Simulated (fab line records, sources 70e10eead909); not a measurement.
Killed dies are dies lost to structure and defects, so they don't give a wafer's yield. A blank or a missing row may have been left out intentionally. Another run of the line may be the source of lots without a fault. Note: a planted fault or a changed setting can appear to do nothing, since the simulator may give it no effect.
fab line records	flow nandHarc
record: lots: 12	wafers: 36	lastDay: 33
route steps=1302 shown A_M0@1161 A_M1@1183 END@1302
lots that met no fault: taken from a fault-free run of the same line
startH: start of the lot's first displayed wafer, in hours after the record's first day	waitH: hours since the lot's step before	" unchanged from the row above	L1.1+2: a row that stands for several wafers	- either no value or no given start	* or withheld: withheld	< > ~ a bound
route shown NAME@n: a module of which the file shows steps, and the number in the route of the first	usual: mean/standard deviation of fault-free wafers	same: alike in all rows	chamber/n: place in a boat	sites: each site's reading	_std_site: standard deviation of those values	_edge_site: mean of outer sites minus mean of inner sites	radiusMm: how far each site lies from the wafer's centre	mask NAME#n: copy n	behind: tool/chamber where the wafer was last shaped	hold: the reason the lot was held/the length of the hold in hours/how it ended	device: names the non-switching transistor (n, p or np)	end of line: the route-end tests of the same wafers	a step given without rows: its recipe and nothing more	killed: the dies lost at the first sort to structure and to defects; this is not the yield of the wafer	map: shows each die of a wafer: x if killed, . if not, _ if none is there
set.NAME: the run value of the setting; set.NAME@STEP: its run value at that earlier step	model.NAME: the simulator's own value behind a step, which no gauge read
a sample of lots followed through the steps of the route, with each step as a table and each wafer as a row
services: a tool's chamber out of use, with start hour (startH, from the record's first day; less than 0 if before it), hours out, and reason
== steps ==
step: NHARC_A_M0_ANNEAL_30
recipe: tempC: 225	timeS: 90
usual: wafer_temp_C_max: 226.3/0.51
lot.wafer	tool	chamber	startH	waitH	wafer_temp_C_max
L433.1	rtpAnneal-02	0	534.71	0.3	225.8
L433.2	"	0	"	"	225.5
L433.5	"	0	"	"	225.7
L432.2	rtpAnneal-01	0	544.85	0.3	226.1
L432.4	"	0	"	"	226.1
L432.5	"	0	"	"	226.4
L435.3	rtpAnneal-02	0	589.20	-	225.8
L435.4	"	0	"	"	226.0
L435.5	"	0	"	"	226.2
L437.2	rtpAnneal-02	0	602.99	-	225.6
L437.4	"	0	"	"	225.7
L437.5	"	0	"	"	225.9
L440.1	rtpAnneal-01	0	618.03	0.3	226.5
L440.3	"	0	"	"	226.5
L440.6	"	0	"	"	226.9
L441.3	rtpAnneal-02	0	624.77	-	225.6
L441.4	"	0	"	"	226.2
L441.5	"	0	"	"	225.8
L442.3	rtpAnneal-01	0	656.93	0.3	226.6
L442.4	"	0	"	"	226.4
L442.6	"	0	"	"	226.4
L445.1	rtpAnneal-02	0	665.48	0.3	225.9
L445.2	"	0	"	"	225.8
L445.5	"	0	"	"	226.1
L449.2	rtpAnneal-02	0	699.78	0.3	225.6
L449.3	"	0	"	"	225.4
L449.5	"	0	"	"	225.9
L448.1	rtpAnneal-01	0	702.86	0.3	226.6
L448.2	"	0	"	"	226.6
L448.3	"	0	"	"	226.6
L450.1	rtpAnneal-02	0	712.32	-	226.1
L450.4	"	0	"	"	225.7
L450.5	"	0	"	"	225.8
L453.1	rtpAnneal-01	0	755.14	-	226.7
L453.3	"	0	"	"	226.5
L453.4	"	0	"	"	226.6
step: NHARC_A_M1_ETCH_35
recipe: targetDepthA: 400	overetchA: 120	timeS: 43.94	ionEnergyEv: 200	n2FlowSccm: 150	h2FlowSccm: 150	arFlowSccm: 0	rfW: 400	biasW: 150	chemistry: N2/H2
usual: drypumpMotorCurrentA: 5.7/0.38	oesProductAu: 1.003/0.012	rfVppV: 429.3/2.6	runLengthS: 65.2/0.51	showerheadPlenumPTorr: 1.99/0.092	throttleValvePct: 14.172/0.0092
lot.wafer	tool	chamber	startH	waitH	drypumpMotorCurrentA	oesProductAu	rfHoursCounterH	rfVppV	runLengthS	showerheadPlenumPTorr	throttleValvePct
L433.2	rieDiel-10	3	537.04	0.1	5.7	0.987	6	426.5	64.4	1.90	14.175
L433.1	"	1	"	"	6.2	1.016	5	429.3	65.7	2.00	14.173
L433.5	"	2	"	"	5.9	1.006	-	428.9	65.0	1.92	14.178
L432.4	rieDiel-05	1	547.29	0.1	4.9	1.000	11	433.8	65.5	2.17	14.162
L432.2	"	3	"	"	5.3	0.998	9	427.2	65.1	1.90	14.186
L432.5	"	0	"	"	5.8	0.989	-	433.2	64.7	2.14	14.186
L435.3	rieDiel-01	2	591.59	0.1	5.1	1.008	0	428.2	65.4	1.91	14.150
L435.4	"	3	"	"	5.9	0.989	0	431.3	65.0	2.06	14.180
L435.5	"	2	"	"	5.1	1.025	-	425.7	65.1	1.91	14.163
L437.4	rieDiel-05	0	605.44	0.1	5.8	1.007	1	433.0	64.3	2.14	14.168
L437.2	"	2	"	"	5.5	1.001	1	431.1	66.1	2.01	14.168
L437.5	"	1	"	"	4.9	1.013	-	433.9	65.7	2.17	14.168
L440.1	rieDiel-01	2	620.53	0.1	5.1	1.014	2	427.7	64.9	1.91	14.168
L440.3	"	0	"	"	5.9	1.003	1	425.8	65.2	1.92	14.173
L440.6	"	2	"	"	5.1	1.016	-	426.5	64.9	1.91	14.183
L441.4	rieDiel-10	0	627.15	0.1	5.9	1.021	2	432.6	65.1	2.12	14.167
L441.3	"	2	"	"	5.9	1.006	1	426.2	64.6	1.92	14.168
L441.5	"	0	"	"	5.9	1.012	-	435.0	65.7	2.12	14.169
L442.4	rieDiel-01	1	659.19	0.1	6.1	1.000	2	428.7	66.0	1.96	14.172
L442.3	"	2	"	"	5.1	1.016	2	426.2	65.0	1.91	14.192
L442.6	"	2	"	"	5.1	1.016	-	427.1	64.9	1.91	14.170
L445.2	rieDiel-01	2	668.28	0.1	5.1	1.035	3	427.9	64.9	1.91	14.176
L445.1	"	0	"	"	5.9	0.998	2	428.1	65.4	1.92	14.182
L445.5	"	2	"	"	5.1	1.016	-	426.6	64.9	1.91	14.177
L449.2	rieDiel-01	1	702.07	0.1	6.1	0.995	3	428.1	65.9	1.96	14.190
L449.3	"	2	"	"	5.1	1.013	4	426.8	64.9	1.91	14.167
L449.5	"	2	"	"	5.1	1.021	-	426.1	65.1	1.91	14.177
L448.2	rieDiel-01	1	705.35	0.1	6.1	0.982	3	428.0	66.4	1.96	14.175
L448.3	"	2	"	"	5.1	1.021	4	427.6	65.1	1.91	14.156
L448.1	"	3	"	"	5.9	1.015	4	430.2	64.9	2.06	14.167
L450.4	rieDiel-10	0	714.85	0.1	5.9	1.018	7	432.9	65.0	2.12	14.181
L450.1	"	1	"	"	6.2	0.988	8	429.7	65.6	1.99	14.168
L450.5	"	0	"	"	5.9	1.010	-	432.3	65.1	2.12	14.178
L453.3	rieDiel-05	2	757.47	0.1	5.5	1.006	12	430.3	65.6	2.01	14.156
L453.4	"	3	"	"	5.4	1.002	12	426.6	64.7	1.90	14.173
L453.1	"	0	"	"	5.8	0.984	12	431.9	64.3	2.14	14.160
step: NHARC_A_M1_ETCH_15
recipe: targetDepthA: 1825	timeS: 91.2	c4f8FlowSccm: withheld	arFlowSccm: 400	rfW: 600	biasW: 300	chemistry: C4F8/Ar
usual: oesProductAu: 0.951/0.023	rfVppV: 439.5/2.8	runLengthS: 112.5/0.5
lot.wafer	tool	chamber	startH	waitH	oesProductAu	rfHoursCounterH	rfVppV	runLengthS
L433.2	rieDiel-10	0	537.13	-	0.976	7	443.4	112.6
L433.1	"	1	"	"	0.967	6	440.9	112.5
L433.5	"	1	"	"	0.967	-	439.3	112.5
L432.2	rieDiel-05	2	547.38	-	0.951	9	440.5	113.6
L432.4	"	3	"	"	0.952	9	436.6	112.0
L432.5	"	2	"	"	0.958	-	438.9	113.0
L435.4	rieDiel-01	2	591.67	-	0.929	0	437.8	112.6
L435.3	"	0	"	"	0.935	0	438.0	112.5
L435.5	"	2	"	"	0.934	-	437.4	112.4
L437.2	rieDiel-05	3	605.53	-	0.973	1	437.4	112.5
L437.4	"	2	"	"	0.974	1	439.9	112.9
L437.5	"	0	"	"	0.950	-	443.4	111.6
L440.3	rieDiel-01	2	620.63	-	0.968	2	436.0	112.3
L440.1	"	3	"	"	0.943	1	441.3	112.3
L440.6	"	2	"	"	0.956	-	436.4	112.2
L441.4	rieDiel-10	1	627.25	-	0.964	2	440.9	113.0
L441.3	"	2	"	"	0.975	1	437.0	112.0
L441.5	"	0	"	"	0.984	-	442.1	112.8
L442.4	rieDiel-01	1	659.29	-	0.973	2	438.4	113.2
L442.3	"	2	"	"	0.990	2	437.2	112.2
L442.6	"	3	"	"	0.960	-	442.0	112.3
L445.2	rieDiel-01	2	668.37	-	0.939	3	436.9	112.2
L445.1	"	3	"	"	0.925	3	441.7	112.5
L445.5	"	2	"	"	0.944	-	436.0	112.4
L449.3	rieDiel-01	3	702.16	-	0.961	4	441.3	112.5
L449.2	"	1	"	"	0.958	3	437.8	113.0
L449.5	"	0	"	"	0.969	-	437.4	106.3
L448.1	rieDiel-01	1	705.43	-	0.910	3	438.1	113.1
L448.2	"	2	"	"	0.943	4	437.9	112.6
L448.3	"	0	"	"	0.917	3	438.0	106.2
L450.4	rieDiel-10	0	714.97	-	0.996	7	443.0	112.2
L450.1	"	2	"	"	0.968	7	437.0	111.8
L450.5	"	3	"	"	0.976	-	437.0	111.8
L453.3	rieDiel-05	2	757.56	-	0.932	12	440.7	112.8
L453.1	"	3	"	"	0.936	12	436.8	111.9
L453.4	"	0	"	"	0.907	12	443.6	111.5
step: NHARC_A_M1_CD_MEAS_16
usual: cdNm: 120.3/0.96
lot.wafer	tool	chamber	startH	waitH	cdNm
L433.1	cdSem-01	-	537.26	-	121.1
L433.2	"	-	"	"	122.3
L433.5	"	-	"	"	121.7
L432.2	cdSem-01	-	547.51	-	120.1
L432.4	"	-	"	"	120.0
L432.5	"	-	"	"	119.4
L435.3	cdSem-03	-	591.81	-	120.9
L435.4	"	-	"	"	121.2
L435.5	"	-	"	"	121.5
L437.2	cdSem-01	-	605.66	-	121.4
L437.4	"	-	"	"	118.6
L437.5	"	-	"	"	119.5
L440.1	cdSem-02	-	620.75	-	121.1
L440.3	"	-	"	"	120.6
L440.6	"	-	"	"	120.9
L441.3	cdSem-03	-	627.37	-	119.8
L441.4	"	-	"	"	119.6
L441.5	"	-	"	"	120.1
L442.3	cdSem-01	-	659.41	-	121.2
L442.4	"	-	"	"	120.7
L442.6	"	-	"	"	121.4
L445.1	cdSem-01	-	668.49	-	119.6
L445.2	"	-	"	"	119.9
L445.5	"	-	"	"	120.7
L449.2	cdSem-01	-	702.29	-	120.0
L449.3	"	-	"	"	121.3
L449.5	"	-	"	"	120.4
L448.1	cdSem-03	-	705.57	-	120.8
L448.2	"	-	"	"	121.6
L448.3	"	-	"	"	121.4
L450.1	cdSem-02	-	715.10	-	120.0
L450.4	"	-	"	"	120.3
L450.5	"	-	"	"	120.0
L453.1	cdSem-02	-	757.69	-	119.6
L453.3	"	-	"	"	119.1
L453.4	"	-	"	"	118.6
step: NHARC_END_SORT_01
recipe: tempC: 25
usual: defectLimitedYield: 90.8/2.5	killedAtArray: 58/17	killedAtOther: 1.0/1.4	killedAtPeriphery: 3.6/2.4	killedDies: 62/17	killedOpen: 3.4/2	killedShort: 2.2/1.6
same: grossDies: 677
lot.wafer	tool	chamber	startH	waitH	defectLimitedYield[%]	killedAtArray	killedAtOther	killedAtPeriphery	killedDies	killedOpen	killedShort
L435.3	prober-02	0	627.44	3.1	90.8	58	1	3	62	4	0
L435.4	prober-02	0	628.23	3.4	89.7	64	0	6	70	5	5
L435.5	prober-02	0	629.02	3.6	89.4	69	0	3	72	4	3
L437.2	prober-01	0	641.99	2.8	90.5	54	0	10	64	9	5
L437.4	prober-01	0	643.64	3.5	90.7	60	0	3	63	4	2
L437.5	prober-01	0	644.46	3.8	89.4	65	0	7	72	6	1
L440.1	prober-01	0	657.38	2.5	92.2	48	1	4	53	1	3
L440.3	prober-01	0	658.95	3.1	90.4	60	1	4	65	4	3
L440.6	prober-01	0	661.30	3.9	91.3	56	0	3	59	5	3
L441.3	prober-01	0	666.70	3.1	91.1	52	2	6	60	1	7
L441.4	prober-01	0	667.50	3.4	90.3	59	0	7	66	3	1
L441.5	prober-01	0	668.30	3.7	93.2	42	3	1	46	1	1
L445.1	prober-01	0	709.62	2.5	88.6	72	1	4	77	7	3
L445.2	prober-01	0	710.41	2.8	89.2	68	0	5	73	4	2
L445.5	prober-01	0	712.79	3.7	91.1	57	1	2	60	2	2
killed by level:class
L435.3 A_CHANNEL_HOLE_D2:chamberFilmFlake=23 A_CHANNEL_HOLE_D1:chamberFilmFlake=21 A_CONTACT:chamberFilmFlake=6 A_WL_FILL:chamberFilmFlake=4 P_ZERO_WELL:chamberFilmFlake=2 P_M2:geometricParticle:open=1 A_DECK1_JOINT:geometricParticle:open=1 A_M0:geometricParticle:open=1
L435.4 A_CHANNEL_HOLE_D2:chamberFilmFlake=24 A_CHANNEL_HOLE_D1:chamberFilmFlake=20 A_STAIRCASE:chamberFilmFlake=7 A_CONTACT:chamberFilmFlake=3 A_CHANNEL_FILL_D2:geometricParticle:short=2 P_ZERO_WELL:chamberFilmFlake=2 A_M1:chamberFilmFlake=2 P_STI:geometricParticle:open=1
L435.5 A_CHANNEL_HOLE_D1:chamberFilmFlake=31 A_CHANNEL_HOLE_D2:chamberFilmFlake=24 P_ZERO_WELL:chamberFilmFlake=2 A_STAIRCASE:chamberFilmFlake=2 A_M1:chamberFilmFlake=2 A_CHANNEL_FILL_D1:geometricParticle:short=1 A_CHANNEL_FILL_D1:geometricParticle:open=1 A_CHANNEL_FILL_D2:geometricParticle:open=1
L437.2 A_SLIT:chamberFilmFlake=32 A_CHANNEL_HOLE_D2:chamberFilmFlake=6 A_STAIRCASE:chamberFilmFlake=4 P_M0:geometricParticle:short=2 A_BLC:geometricParticle:open=2 P_BONDPAD:chamberFilmFlake=2 A_CHANNEL_HOLE_D1:chamberFilmFlake=2 P_CONTACT:geometricParticle:short=1
L437.4 A_SLIT:chamberFilmFlake=32 A_CHANNEL_HOLE_D2:chamberFilmFlake=5 A_STAIRCASE:chamberFilmFlake=5 A_WL_FILL:chamberFilmFlake=3 A_CHANNEL_HOLE_D1:chamberFilmFlake=2 A_DECK1_JOINT:chamberFilmFlake=2 A_CHANNEL_FILL_D2:chamberFilmFlake=2 A_CONTACT:chamberFilmFlake=2
L437.5 A_SLIT:chamberFilmFlake=32 A_CHANNEL_HOLE_D2:chamberFilmFlake=11 A_STAIRCASE:chamberFilmFlake=8 A_CHANNEL_HOLE_D1:chamberFilmFlake=5 A_CHANNEL_FILL_D2:geometricParticle:open=2 P_ZERO_WELL:chamberFilmFlake=2 P_BONDPAD:chamberFilmFlake=2 A_CHANNEL_FILL_D2:chamberFilmFlake=2
L440.1 A_SLIT:chamberFilmFlake=27 A_CHANNEL_HOLE_D1:chamberFilmFlake=7 A_CONTACT:chamberFilmFlake=5 P_CONTACT:chamberFilmFlake=2 A_STAIRCASE:chamberFilmFlake=2 A_ONON_D1:geometricParticle:open=1 A_ONON_D2:geometricParticle:short=1 A_CHANNEL_FILL_D2:geometricParticle:short=1
L440.3 A_SLIT:chamberFilmFlake=39 A_ZERO_WELL:chamberFilmFlake=5 P_CONTACT:chamberFilmFlake=3 A_CHANNEL_HOLE_D1:chamberFilmFlake=3 A_STAIRCASE:chamberFilmFlake=3 A_CONTACT:chamberFilmFlake=3 P_M0:geometricParticle:open=1 A_ONON_D1:geometricParticle:short=1
L440.6 A_SLIT:chamberFilmFlake=32 A_CHANNEL_HOLE_D1:chamberFilmFlake=6 A_CHANNEL_HOLE_D2:chamberFilmFlake=3 A_STAIRCASE:chamberFilmFlake=3 P_CONTACT:chamberFilmFlake=2 A_DECK1_JOINT:chamberFilmFlake=2 P_GATE:geometricParticle:open=1 A_ONON_D1:geometricParticle:short=1
L441.3 A_CHANNEL_HOLE_D1:chamberFilmFlake=35 A_WL_FILL:geometricParticle:short=4 P_BONDPAD:chamberFilmFlake=3 A_SLIT:chamberFilmFlake=3 A_SGD_CUT:chamberFilmFlake=2 A_WL_FILL:chamberFilmFlake=2 A_CONTACT:chamberFilmFlake=2 P_GATE:geometricParticle:open=1
L441.4 A_CHANNEL_HOLE_D1:chamberFilmFlake=39 A_WL_FILL:chamberFilmFlake=5 A_CONTACT:chamberFilmFlake=4 A_SGD_CUT:chamberFilmFlake=4 P_BONDPAD:chamberFilmFlake=3 A_SLIT:chamberFilmFlake=3 P_GATE:geometricParticle:open=1 P_M0:geometricParticle:open=1
L441.5 A_CHANNEL_HOLE_D1:chamberFilmFlake=30 A_SGD_CUT:chamberFilmFlake=3 A_CONTACT:chamberFilmFlake=2 A_STAIRCASE:chamberFilmFlake=2 THIN_TSV:chamberFilmFlake=2 A_DECK1_JOINT:geometricParticle:open=1 A_WL_FILL:geometricParticle:short=1 P_BONDPAD:chamberFilmFlake=1
L445.1 A_SLIT:chamberFilmFlake=38 A_CHANNEL_HOLE_D1:chamberFilmFlake=12 A_CHANNEL_HOLE_D2:chamberFilmFlake=5 A_CONTACT:chamberFilmFlake=4 A_CHANNEL_FILL_D1:chamberFilmFlake=3 A_ONON_D1:geometricParticle:open=2 P_M0:chamberFilmFlake=2 P_M0:geometricParticle:open=1
L445.2 A_SLIT:chamberFilmFlake=35 A_CHANNEL_HOLE_D1:chamberFilmFlake=15 A_CHANNEL_FILL_D1:chamberFilmFlake=4 P_GATE:chamberFilmFlake=3 A_CONTACT:chamberFilmFlake=3 A_CHANNEL_FILL_D1:geometricParticle:short=2 A_CHANNEL_HOLE_D2:chamberFilmFlake=2 A_CHANNEL_FILL_D2:chamberFilmFlake=2
L445.5 A_SLIT:chamberFilmFlake=33 A_CHANNEL_HOLE_D1:chamberFilmFlake=10 A_CHANNEL_HOLE_D2:chamberFilmFlake=6 A_CONTACT:chamberFilmFlake=4 P_CONTACT:geometricParticle:short=1 A_ONON_D1:geometricParticle:short=1 A_DECK1_JOINT:geometricParticle:open=1 P_M0:chamberFilmFlake=1
== services ==
tool	chamber	startH	hours	kind
rieDiel-01	0	512.50	-	clean
rieDiel-01	1	512.50	-	clean
rieDiel-01	2	512.50	-	clean
rieDiel-01	3	512.50	-	clean
rieDiel-10	-	528.44	0.8	repair
rieDiel-01	0	537.03	-	clean
rieDiel-01	1	537.03	-	clean
rieDiel-01	2	537.03	-	clean
rieDiel-01	3	537.03	-	clean
rieDiel-10	2	540.31	4.4	repair
rieDiel-05	3	551.00	1.5	repair
rieDiel-01	-	557.84	9.0	pm
rieDiel-05	-	583.65	9.0	pm
rieDiel-10	-	596.50	9.0	pm
rieDiel-10	2	618.24	8.7	repair
rieDiel-05	-	642.94	3.1	repair
rieDiel-05	-	667.08	0.7	repair
rieDiel-05	3	684.26	7.6	repair
rieDiel-01	2	723.33	7.1	repair
rieDiel-05	1	726.31	3.0	repair
rieDiel-01	0	731.09	4.5	repair
rieDiel-01	-	734.84	9.0	pm
rieDiel-10	1	738.33	32.7	repair
rtpAnneal-02	-	744.00	12.0	pm
== key ==
firstSign: step: NHARC_A_M1_ETCH_15	reading: runLengthS	direction: down	sigmas: 12	usual: *	struck: *
effect none on later readings
metAt NHARC_A_M1_ETCH_15
struckLots L448,L449
struckWafers L448.3,L449.5
notActingAt NHARC_A_M0_ANNEAL_30,NHARC_A_M1_ETCH_35,NHARC_A_M1_CD_MEAS_16
onsetBetween 591.67 702.16
fault: kind: processParameterDrift	tool: rieDiel-01	chamber: 0	onsetH: 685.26	steps: NHARC_A_M1_ETCH_15	channel: timeS	offset: *	shape: step	endH: 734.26	actsIn: *	stated: *
